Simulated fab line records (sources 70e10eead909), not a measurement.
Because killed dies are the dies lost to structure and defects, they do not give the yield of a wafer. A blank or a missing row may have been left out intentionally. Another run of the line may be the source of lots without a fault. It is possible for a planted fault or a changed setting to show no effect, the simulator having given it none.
What tool caused it? | flow nand_harc | Sampling: 15 lots, 45 wafers, 4 of 1159 route steps

WHAT THE GAUGES READ, wafer by wafer
NHARC_END_SORT_01.
lot  | measured     | on        | killed_at_array | killed_at_other | killed_at_periphery | killed_dies | killed_open | killed_short
L189 | day 21 18:52 | prober-01 | 25 25 31        | 1 1 1           | 12 3 13             | 38 29 45    | 4 1 1       | 3 1 0
L192 | day 21 18:05 | prober-02 | 26 17 19        | 0 1 0           | 19 29 25            | 45 47 44    | 8 7 7       | 3 2 2
L195 | day 23 12:43 | prober-01 | 32 35 29        | 3 5 1           | 16 14 13            | 51 54 43    | 4 3 3       | 2 2 2

EACH LOT AND THE TOOL THAT RAN IT (in order: tool; ch and the chambers of the sampled wafers; start)
lot  | NHARC_P_GATE_EXPOSE_56            | NHARC_A_BONDPAD_CMP_19        | NHARC_THIN_TSV_PVD_51
L183 | krf_scanner-02 ch 0, day 4 23:28  | cmp-01 ch 1,2,3, day 18 03:43 | pvd_sputter-02, no start
L186 | krf_scanner-03 ch 0, day 6 00:47  | cmp-04 ch 0,2, day 18 07:10   | pvd_sputter-02, no start
L188 | krf_scanner-01 ch 0, day 6 07:27  | cmp-04 ch 0,3, day 18 10:49   | pvd_sputter-02, no start
L187 | krf_scanner-01 ch 0, day 6 09:17  | cmp-04 ch 1,3, day 19 10:24   | pvd_sputter-01, no start
L190 | krf_scanner-03 ch 0, day 6 22:32  | cmp-04 ch 1,2, day 19 17:39   | pvd_sputter-01, no start
L189 | krf_scanner-01 ch 0, day 6 22:50  | cmp-02 ch 0,2,3, day 20 10:41 | pvd_sputter-02, day 21 18:52 or earlier
L191 | krf_scanner-03 ch 0, day 7 14:29  | cmp-04 ch 0,3, day 20 18:36   | pvd_sputter-02, no start
L192 | krf_scanner-01 ch 0, day 7 18:20  | cmp-04 ch 0,3, day 20 14:07   | pvd_sputter-03, day 21 18:05 or earlier
L195 | krf_scanner-01 ch 0, day 8 13:05  | cmp-01 ch 0,1,3, day 22 06:56 | pvd_sputter-01, day 23 12:43 or earlier
L199 | krf_scanner-02 ch 0, day 9 12:25  | cmp-02 ch 0,3, day 23 01:08   | pvd_sputter-03, no start
L201 | krf_scanner-03 ch 0, day 9 17:53  | cmp-02 ch 0,1,3, day 23 08:47 | pvd_sputter-02, no start
L200 | krf_scanner-03 ch 0, day 9 18:35  | cmp-02 ch 0,1,3, day 23 00:22 | pvd_sputter-03, no start
L203 | krf_scanner-03 ch 0, day 10 01:02 | cmp-02 ch 0,1, day 23 10:04   | pvd_sputter-03, no start
L202 | krf_scanner-03 ch 0, day 10 01:25 | cmp-01 ch 0,1,2, day 23 12:19 | pvd_sputter-01, no start
L206 | krf_scanner-03 ch 0, day 11 04:38 | cmp-01 ch 0,2,3, day 24 11:40 | pvd_sputter-03, no start
- NHARC_P_GATE_EXPOSE_56: exposes mask P PSD, target cd 720 nm.
- NHARC_A_BONDPAD_CMP_19: polishes, t overpolish 30 s, cu recess touch 16 s, target thk 169.8 nm.
- NHARC_THIN_TSV_PVD_51: deposits Cu, target thk 100 nm.

WHAT THE TOOLS THEMSELVES READ (means of the sampled wafers that have a number; where no wafer has one, the mark that the record gives instead)
NHARC_A_BONDPAD_CMP_19.
lot  | tool   | motor_current_A (A) | overpolish_run_s (s) | retaining_ring_pressure_frac
L183 | cmp-01 | 12.9                | 30.000               | 0.997
L186 | cmp-04 | 10.7                | 29.999               | 1.002
L188 | cmp-04 | 10.1                | 30.002               | 1.002
L187 | cmp-04 | 11.4                | 30.008               | 1.002
L190 | cmp-04 | 12.4                | 29.998               | 1.008
L189 | cmp-02 | 11.1                | 29.995               | 1.001
L191 | cmp-04 | 10.4                | 30.004               | 0.998
L192 | cmp-04 | 10.0                | 30.006               | 0.998
L195 | cmp-01 | 12.8                | 30.007               | 1.001
L199 | cmp-02 | 11.3                | 29.999               | 0.998
L201 | cmp-02 | 10.8                | 29.985               | 0.998
L200 | cmp-02 | 11.3                | 29.997               | 0.999
L203 | cmp-02 | 11.6                | 30.005               | 1.004
L202 | cmp-01 | 12.4                | 29.998               | 1.001
L206 | cmp-01 | 12.4                | 29.993               | 1.000

NHARC_THIN_TSV_PVD_51.
lot  | tool           | throttle_valve_pct (%)
L183 | pvd_sputter-02 | 29.7
L186 | pvd_sputter-02 | 30.4
L188 | pvd_sputter-02 | 29.1
L187 | pvd_sputter-01 | 28.6
L190 | pvd_sputter-01 | 29.0
L189 | pvd_sputter-02 | 29.6
L191 | pvd_sputter-02 | 30.0
L192 | pvd_sputter-03 | 29.9
L195 | pvd_sputter-01 | 29.0
L199 | pvd_sputter-03 | 29.3
L201 | pvd_sputter-02 | 29.1
L200 | pvd_sputter-03 | 29.4
L203 | pvd_sputter-03 | 30.2
L202 | pvd_sputter-01 | 29.2
L206 | pvd_sputter-03 | 29.9

THE ANSWER, worked out from the rows above alone
Rule: the lots themselves supply what counts as usual. The widest of any qualifying gaps counts: lots, ordered by their means at a reading, are off when they make up no more than a third of the lots, leave a main group of 4 or more, and stand apart from it by 3 or more times the standard deviation of that group's means. A main group whose means are all the same, to the digits that the tables above print for the reading, isn't used. A lot without any number at a reading at which 4 lots or more have one is off too. All remaining lots with rows at the step are treated as sound. After the gauges, taken in route order, come the tools' own readings; for these a lot's mean is taken, as printed above. At the first step where some lot is off, the reading lying furthest off is the one used; lots without a number count as furthest.
No lot is off on any of the readings shown, so nothing can be concluded from this.

WHAT WAS PUT IN BY THE SIMULATOR
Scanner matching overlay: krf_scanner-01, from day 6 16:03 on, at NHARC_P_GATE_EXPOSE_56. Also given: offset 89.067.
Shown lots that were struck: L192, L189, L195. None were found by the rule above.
